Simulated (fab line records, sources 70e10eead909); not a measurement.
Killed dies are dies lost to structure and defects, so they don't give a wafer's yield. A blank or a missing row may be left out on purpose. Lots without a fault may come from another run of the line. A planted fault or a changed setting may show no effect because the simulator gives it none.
fab line records | flow nand_harc
record lots=15 wafers=45 last_day=33
route steps=1302 shown A_ONON_D1@449 A_CHANNEL_HOLE_D1@462
lots that met no fault: from a run of the same line without faults
start_h: hours from the record's first day to the start of the lot's first wafer shown | wait_h: hours since the lot's step before | " the same as in the row above | L1.1+2: a row that stands for several wafers | - no value, or no start given | * or withheld: withheld | < > ~ a bound
route shown NAME@n: a module of which the file shows steps, and the number in the route of the first | usual: mean/standard deviation of fault-free wafers | same: alike in all rows | chamber/n: place in a boat | sites: the reading at each site | _std_site: their standard deviation | _edge_site: outer sites' mean less inner sites' | radius_mm: how far each site lies from the wafer's centre | mask NAME#n: copy n | behind: the tool/chamber that last shaped the wafer | hold: why the lot was held/for how many hours/how that ended | device: the transistor (n, p or np) that didn't switch | end of line: the same wafers' tests at the end of the route | a step without rows: its recipe alone | killed: dies lost to structure and defects at the first sort, not the wafer's yield | map: a wafer's dies, x killed, . not, _ none there
set.NAME: the setting as run; set.NAME@STEP: as run at that earlier step | model.NAME: the simulator's own value behind a step, which no gauge read
steps of the route over a sample of lots; a table a step, a row a wafer
services: from which hour (start_h, from the record's first day; less than 0 if before it) a tool's chamber was out of use, for how many hours, and why
## steps
# step NHARC_A_ONON_D1_INSPECT_32
# usual raw_defect_count=67/24
# columns lot.wafer tool chamber start_h wait_h raw_defect_count
L766.2 defect_inspect-02 - 173.91 0.1 66
L766.3 " - " " 62
L766.6 " - " " 46
L767.2 defect_inspect-01 - 185.54 0.0 42
L767.5 " - " " 64
L767.6 " - " " 101
L768.1 defect_inspect-02 - 196.80 0.0 74
L768.3 " - " " 49
L768.4 " - " " 55
L770.2 defect_inspect-02 - 213.81 0.0 86
L770.3 " - " " 70
L770.6 " - " " 50
L774.1 defect_inspect-02 - 261.11 0.0 56
L774.4 " - " " 56
L774.6 " - " " 50
L775.1 defect_inspect-02 - 273.97 0.0 52
L775.4 " - " " 71
L775.6 " - " " 71
L776.1 defect_inspect-02 - 283.79 0.0 60
L776.2 " - " " 122
L776.6 " - " " 57
L782.1 defect_inspect-02 - 337.26 0.0 38
L782.3 " - " " 74
L782.6 " - " " 30
L783.1 defect_inspect-01 - 351.85 0.0 40
L783.4 " - " " 55
L783.5 " - " " 56
L785.2 defect_inspect-01 - 368.04 0.0 44
L785.4 " - " " 35
L785.5 " - " " 42
L784.3 defect_inspect-01 - 368.29 0.0 80
L784.4 " - " " 62
L784.6 " - " " 55
L786.4 defect_inspect-02 - 379.59 0.0 55
L786.5 " - " " 92
L786.6 " - " " 62
L787.2 defect_inspect-02 - 379.79 0.0 79
L787.3 " - " " 72
L787.4 " - " " 79
L788.4 defect_inspect-02 - 399.52 0.0 38
L788.5 " - " " 64
L788.6 " - " " 32
L789.3 defect_inspect-02 - 414.66 0.0 57
L789.4 " - " " 39
L789.5 " - " " 50
# step NHARC_A_CHANNEL_HOLE_D1_CD_MEAS_10
# recipe target_cd_nm=100 landing_energy_ev=500
# usual cd_nm=100.1/0.65
# columns lot.wafer tool chamber start_h wait_h cd_nm
L766.2 cd_sem-01 0 178.54 - 99.3
L766.3 " 0 " " 99.3
L766.6 " 0 " " 99.6
L767.2 cd_sem-02 0 188.11 - 100.4
L767.5 " 0 " " 99.6
L767.6 " 0 " " 99.0
L768.1 cd_sem-01 0 199.50 - 100.9
L768.3 " 0 " " 99.1
L768.4 " 0 " " 100.1
L770.2 cd_sem-02 0 216.41 - 100.4
L770.3 " 0 " " 100.6
L770.6 " 0 " " 98.7
L774.1 cd_sem-02 0 266.57 - 99.6
L774.4 " 0 " " 100.9
L774.6 " 0 " " 99.8
L775.1 cd_sem-02 0 276.68 - 100.3
L775.4 " 0 " " 98.6
L775.6 " 0 " " 98.8
L776.1 cd_sem-02 0 286.52 - 100.6
L776.2 " 0 " " 100.7
L776.6 " 0 " " 100.4
L782.1 cd_sem-01 0 339.94 - 100.2
L782.3 " 0 " " 100.4
L782.6 " 0 " " 100.8
L783.1 cd_sem-03 0 357.73 - 99.4
L783.4 " 0 " " 99.5
L783.5 " 0 " " 100.8
L785.2 cd_sem-03 0 370.76 - 100.2
L785.4 " 0 " " 100.5
L785.5 " 0 " " 101.1
L784.3 cd_sem-02 0 371.03 - 100.4
L784.4 " 0 " " 101.3
L784.6 " 0 " " 100.2
L786.4 cd_sem-02 0 384.12 - 100.6
L786.5 " 0 " " 100.6
L786.6 " 0 " " 100.3
L787.2 cd_sem-01 0 386.14 - 99.6
L787.3 " 0 " " 100.3
L787.4 " 0 " " 100.1
L788.4 cd_sem-02 0 405.42 - 99.9
L788.5 " 0 " " 100.4
L788.6 " 0 " " 101.4
L789.3 cd_sem-01 0 417.63 - 100.1
L789.4 " 0 " " 99.9
L789.5 " 0 " " 99.4
# step NHARC_A_CHANNEL_HOLE_D1_ETCH_16
# recipe target_depth_a=31000 over_etch_frac=0.3 time_s=806 ion_energy_ev=150 o2_flow_sccm=400 cos_flow_sccm=20 ar_flow_sccm=0 rf_w=500 bias_w=300 chemistry=O2/COS
# usual drypump_motor_current_A=5.5/0.35 o2_flow_sccm=400.0/1.2 oes_product_au=1.002/0.016 rf_vpp_V=313.6/1.9 run_length_s=827.4/0.42 showerhead_plenum_p_Torr=3.08/0.13 throttle_valve_pct=28.329/0.0081
# same over_etch_frac=0.3
# columns lot.wafer tool chamber start_h wait_h drypump_motor_current_A o2_flow_sccm oes_product_au rf_hours_counter_h rf_vpp_V run_length_s showerhead_plenum_p_Torr throttle_valve_pct
L766.2 rie_diel-02 1 179.36 - 5.6 399.8 1.008 11 316.4 827.8 3.25 28.330
L766.3 " 2 " " 5.9 400.6 1.008 11 311.6 827.2 3.00 28.332
L766.6 " 0 " " 5.1 398.3 1.026 - 310.6 827.5 2.94 28.341
L767.2 rie_diel-02 2 188.84 - 5.9 400.3 1.001 11 312.3 827.3 3.00 28.326
L767.6 " 2 " " 5.9 399.8 0.996 - 313.4 827.3 3.00 28.323
L767.5 " 3 " " 5.4 400.9 0.996 - 315.4 827.1 3.18 28.328
L768.4 rie_diel-02 3 200.21 - 5.4 400.2 0.980 14 314.4 827.5 3.18 28.334
L768.3 " 0 " " 5.1 400.6 1.009 14 310.4 827.5 2.93 28.334
L768.1 " 1 " " 5.6 401.4 1.006 14 316.0 828.1 3.25 28.314
L770.3 rie_diel-12 3 217.18 - 6.1 401.2 0.997 33 313.8 827.2 3.19 28.343
L770.2 " 1 " " 5.4 399.9 1.016 35 310.8 827.6 2.91 28.332
L770.6 " 2 " " 5.1 400.8 1.011 - 314.9 827.1 3.18 28.322
L774.4 rie_diel-02 1 267.40 - 5.5 400.0 1.026 3 314.5 596.9 3.24 28.342
L774.1 " 2 " " 5.9 399.0 0.973 3 312.7 595.8 3.00 28.324
L774.6 " 0 " " 5.1 399.9 1.004 - 311.2 596.4 2.93 28.326
L775.4 rie_diel-02 2 277.51 - 6.0 399.2 0.971 5 313.7 596.1 3.00 28.321
L775.1 " 3 " " 5.4 398.9 0.988 5 315.1 595.4 3.18 28.332
L775.6 " 0 " " 5.1 398.3 1.005 - 312.1 596.5 2.93 28.323
L776.2 rie_diel-02 0 287.24 - 5.1 398.6 1.015 6 310.7 596.4 2.93 28.317
L776.1 " 1 " " 5.6 398.8 1.020 6 316.3 596.5 3.24 28.336
L776.6 " 0 " " 5.1 398.1 1.017 - 312.1 596.4 2.93 28.340
L782.1 rie_diel-02 0 340.66 - 5.1 401.9 1.023 11 310.7 827.4 2.93 28.317
L782.3 " 1 " " 5.6 400.6 1.028 10 315.4 828.3 3.24 28.328
L782.6 " 0 " " 5.1 401.6 1.005 - 311.2 827.5 2.93 28.329
L783.1 rie_diel-02 0 358.50 - 5.1 398.1 0.998 12 310.2 827.5 2.93 28.323
L783.4 " 2 " " 5.9 398.5 0.969 11 311.8 827.1 3.00 28.335
L783.5 " 0 " " 5.1 399.1 1.006 - 312.3 827.4 2.93 28.338
L785.4 rie_diel-02 2 371.47 - 5.9 401.5 0.978 12 311.8 826.9 3.00 28.329
L785.2 " 3 " " 5.4 401.9 0.995 13 315.1 827.1 3.18 28.320
L785.5 " 3 " " 5.4 400.8 0.999 - 314.4 826.8 3.18 28.313
L784.4 rie_diel-12 0 371.75 - 6.3 400.6 0.996 30 311.5 826.6 3.02 28.322
L784.3 " 1 " " 5.4 401.3 1.014 30 309.7 827.8 2.89 28.329
L784.6 " 0 " " 6.3 400.2 0.996 - 312.8 827.0 3.02 28.327
L786.4 rie_diel-02 3 384.83 - 5.4 401.3 0.993 14 313.4 827.3 3.18 28.334
L786.5 " 3 " " 5.4 400.1 1.000 - 314.2 826.8 3.18 28.319
L786.6 " 0 " " 5.1 401.3 1.005 - 310.8 827.4 2.93 28.325
L787.4 rie_diel-02 2 386.85 - 6.0 397.8 0.972 14 312.3 827.2 2.99 28.324
L787.3 " 3 " " 5.4 401.0 0.992 15 314.9 826.7 3.18 28.321
L787.2 " 1 " " 5.6 400.6 1.016 14 315.5 827.6 3.24 28.327
L788.6 rie_diel-02 3 406.45 - 5.4 397.9 1.002 - 315.6 826.7 3.18 28.333
L788.4 " 1 " " 5.5 399.2 1.009 - 316.8 828.2 3.24 28.313
L788.5 " 2 " " 5.9 398.9 1.005 - 313.0 827.2 2.99 28.322
L789.4 rie_diel-02 1 418.34 - 5.6 399.5 1.010 2 316.1 828.0 3.24 28.314
L789.3 " 3 " " 5.4 400.1 1.003 2 315.9 826.7 3.17 28.334
L789.5 " 1 " " 5.5 399.4 1.006 - 316.1 827.9 3.24 28.333
# step NHARC_A_CHANNEL_HOLE_D1_ETCH_44
# recipe target_depth_a=1400 overetch_a=140 time_s=77 ion_energy_ev=100 cf4_flow_sccm=80 o2_flow_sccm=20 ar_flow_sccm=0 rf_w=300 bias_w=100 chemistry=CF4/O2
# usual drypump_motor_current_A=5.6/0.44 o2_flow_sccm=20.00/0.06 oes_product_au=1.004/0.017 rf_vpp_V=197.4/1.4 run_length_s=98.3/0.38 showerhead_plenum_p_Torr=1.32/0.054 throttle_valve_pct=13.396/0.0094
# same time_s=77
# columns lot.wafer tool chamber start_h wait_h drypump_motor_current_A o2_flow_sccm oes_product_au rf_hours_counter_h rf_vpp_V run_length_s showerhead_plenum_p_Torr throttle_valve_pct
L766.2 rie_diel-02 0 184.65 0.1 5.1 19.92 1.017 12 195.6 98.9 1.25 13.393
L766.3 " 2 " " 5.9 20.03 1.009 11 195.3 98.2 1.28 13.381
L766.6 " 0 " " 5.1 19.92 1.022 - 196.0 98.3 1.25 13.380
L767.2 rie_diel-02 3 194.23 0.1 5.4 19.99 0.986 14 197.2 98.3 1.36 13.385
L767.6 " 2 " " 5.9 20.06 1.008 - 197.4 97.9 1.28 13.381
L767.5 " 3 " " 5.4 20.00 0.981 - 197.8 97.7 1.36 13.399
L768.3 rie_diel-12 2 205.60 0.1 5.1 19.99 0.998 36 195.7 98.3 1.36 13.412
L768.1 " 0 " " 6.2 19.96 0.997 30 197.2 97.6 1.30 13.406
L768.4 " 1 " " 5.4 19.95 1.022 32 196.6 98.6 1.24 13.404
L770.2 rie_diel-13 2 222.91 0.1 5.7 20.06 1.006 13 195.7 98.2 1.25 13.394
L770.3 " 0 " " 4.7 20.01 1.014 16 199.3 98.4 1.40 13.392
L770.6 " 1 " " 6.2 20.00 0.981 - 196.6 98.2 1.29 13.384
L774.4 rie_diel-02 0 273.39 0.1 5.1 19.90 1.008 5 196.9 98.4 1.25 13.395
L774.1 " 2 " " 5.9 20.13 0.979 4 196.0 98.0 1.28 13.387
L774.6 " 0 " " 5.1 19.92 1.006 - 196.5 98.6 1.25 13.403
L775.4 rie_diel-02 1 289.30 0.1 5.5 19.94 1.021 7 198.4 98.8 1.39 13.411
L775.1 " 3 " " 5.4 19.98 1.000 6 198.5 97.7 1.36 13.398
L775.6 " 2 " " 5.9 20.03 0.982 - 197.5 98.9 1.28 13.418
L776.1 rie_diel-02 2 292.64 0.1 5.9 20.10 0.976 6 195.8 98.4 1.28 13.404
L776.2 " 1 " " 5.5 20.02 1.026 7 199.9 99.1 1.39 13.403
L776.6 " 2 " " 5.9 19.98 0.980 - 196.8 98.2 1.28 13.412
L782.1 rie_diel-02 1 346.05 0.1 5.5 19.98 1.037 10 198.8 99.1 1.39 13.386
L782.3 " 2 " " 6.0 19.97 0.988 10 197.5 98.2 1.28 13.390
L782.6 " 0 " " 5.1 20.07 1.026 - 195.3 98.4 1.25 13.379
L783.1 rie_diel-02 2 364.30 0.1 5.9 19.99 0.982 11 195.5 98.2 1.28 13.387
L783.4 " 1 " " 5.5 20.07 1.015 12 198.1 98.7 1.39 13.382
L783.5 " 2 " " 5.9 19.95 0.972 - 196.0 98.3 1.28 13.409
L785.2 rie_diel-02 3 376.87 0.1 5.4 20.05 1.001 14 197.9 97.8 1.36 13.388
L785.4 " 2 " " 5.9 20.04 0.978 13 196.7 98.5 1.28 13.403
L785.5 " 3 " " 5.4 19.96 0.997 - 197.9 98.0 1.36 13.410
L784.3 rie_diel-12 0 377.24 0.1 6.2 19.97 0.990 31 197.6 98.1 1.29 13.403
L784.4 " 1 " " 5.4 20.02 1.006 31 195.8 98.6 1.23 13.394
L784.6 " 0 " " 6.2 20.01 0.988 - 196.3 97.6 1.29 13.393
L786.4 rie_diel-12 1 390.26 0.1 5.4 20.09 1.001 34 195.9 98.7 1.23 13.385
L786.5 " 2 " " 5.1 19.98 0.980 - 199.9 98.6 1.35 13.394
L786.6 " 3 " " 6.1 20.02 0.992 - 197.1 98.0 1.36 13.390
L787.2 rie_diel-13 1 394.68 0.1 6.2 20.12 1.009 15 196.6 98.0 1.28 13.408
L787.3 " 3 " " 5.9 20.00 1.040 14 196.4 97.9 1.31 13.388
L787.4 " 3 " " 5.9 20.01 1.042 - 196.6 98.3 1.31 13.382
L788.4 rie_diel-13 2 411.71 0.1 5.7 19.94 1.008 15 195.0 98.7 1.24 13.410
L788.5 " 2 " " 5.7 20.00 1.006 - 195.5 98.3 1.24 13.405
L788.6 " 3 " " 5.8 20.01 1.052 - 196.3 98.0 1.31 13.392
L789.3 rie_diel-12 3 423.95 0.1 6.1 20.02 0.998 46 199.5 98.0 1.35 13.404
L789.4 " 1 " " 5.4 19.96 1.014 43 196.4 98.5 1.23 13.391
L789.5 " 3 " " 6.1 20.03 1.002 - 199.7 98.3 1.35 13.397
## services
# columns tool chamber start_h hours kind
rie_diel-12 3 156.83 5.2 repair
rie_diel-13 3 157.57 14.4 repair
rie_diel-13 - 165.81 9.0 pm
rie_diel-02 0 171.47 - clean
rie_diel-02 1 171.47 - clean
rie_diel-02 2 171.47 - clean
rie_diel-02 3 171.47 - clean
rie_diel-02 2 180.62 1.3 repair
rie_diel-12 - 182.88 0.6 repair
rie_diel-13 - 193.10 2.0 repair
rie_diel-02 0 195.97 - clean
rie_diel-02 1 195.97 - clean
rie_diel-02 2 195.97 - clean
rie_diel-02 3 195.97 - clean
rie_diel-02 - 216.70 9.0 pm
rie_diel-13 1 219.09 2.7 repair
rie_diel-13 2 232.47 8.2 repair
rie_diel-12 3 247.09 7.3 repair
rie_diel-13 3 248.59 4.6 repair
rie_diel-12 - 268.51 9.0 pm
rie_diel-13 - 342.81 9.0 pm
rie_diel-13 2 377.69 21.4 repair
rie_diel-02 - 393.70 9.0 pm
rie_diel-02 0 404.34 6.9 repair
## key
first_sign step=NHARC_A_CHANNEL_HOLE_D1_ETCH_16 reading=run_length_s direction=down sigmas=99+ usual=* struck=*
effect none on later readings
met_at NHARC_A_CHANNEL_HOLE_D1_ETCH_16
struck_lots L774,L775,L776
later_rows_left_out L774.1,L774.4,L774.6,L775.1,L775.4,L775.6,L776.1,L776.2,L776.6
sort_left_out L774.1,L774.4,L774.6,L775.1,L775.4,L775.6,L776.1,L776.2,L776.6
tester_left_out L774,L775,L776
not_acting_at NHARC_A_ONON_D1_INSPECT_32,NHARC_A_CHANNEL_HOLE_D1_CD_MEAS_10,NHARC_A_CHANNEL_HOLE_D1_ETCH_44
onset_between 200.21 267.40
fault kind=process_parameter_drift tool=rie_diel-02 chamber=- onset_h=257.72 steps=NHARC_A_CHANNEL_HOLE_D1_ETCH_16 channel=time_s offset=* shape=step end_h=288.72 acts_in=* stated=*
# tester_left_out: of these lots the tester's yield and bins aren't shown, on N5 and GAA mostly nor the transistor test; their killed dies are dies lost to structure and defects alone, not to doping, threshold or leakage, so they don't give the yield
# sort_left_out: the simulated sort isn't trusted on such a fault, so these wafers' sort isn't shown, and their yield isn't known
# later_rows_left_out: the simulator's readings of these wafers behind a module that went badly wrong aren't trusted and aren't shown, but for the sort
